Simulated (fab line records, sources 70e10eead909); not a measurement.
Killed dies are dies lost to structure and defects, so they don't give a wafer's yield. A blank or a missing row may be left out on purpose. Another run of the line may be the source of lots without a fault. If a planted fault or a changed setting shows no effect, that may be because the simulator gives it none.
Matching of chambers -- flow nand-harc -- NHARC_A_CONTACT_DESCUM_74 on rie-diel-09: 4 sister chambers
The step chemistry O2, time 3 s. 7 wafers are shown with their chamber, then 7 later ones without.

EACH WAFER AND ITS CHAMBER
wafer,chamber,showerhead-plenum-p-Torr (Torr),rf-vpp-V (V)
L081.1,3,1.94,58.4
L081.5,0,1.80,57.0
L084.4,1,1.80,56.0
L084.5,3,1.93,58.8
L084.6,2,1.90,58.0
L087.2,1,1.80,57.7
L087.3,0,1.79,55.6

WAFERS WITH NO CHAMBER GIVEN
wafer,showerhead-plenum-p-Torr (Torr),rf-vpp-V (V)
L087.4,1.90,57.0
L089.3,1.93,58.7
L089.5,1.89,58.4
L089.6,1.93,56.1
L094.2,1.89,57.8
L094.4,1.92,59.2
L094.5,1.89,57.7

CHAMBER TAKEN BY EACH
wafer,from the rows above,in truth
L087.4,2,2
L089.3,3,3
L089.5,2,2
L089.6,3,3
L094.2,2,2
L094.4,can't be placed: 3 or 2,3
L094.5,2,2
Correctly placed: 6 of 7. Can't be placed from these rows: 1 (the true chamber is among the candidates in 1). Number placed wrongly: 0.
How it was worked out, from the rows above alone: a wafer's distance from a chamber is the root of the sum, over the readings, of the square of ((its reading less the chamber's mean) divided by the reading's scatter). If the next closest chamber is less than 2 further off than the closest, the wafer can't be placed; otherwise it belongs to the closest. For every chamber, the mean is computed from those of its wafers that are shown. How the scatter is found: for the shown wafers, subtract from each reading the mean of its chamber, square and add these, divide the total by (wafers less chambers), then take the root.
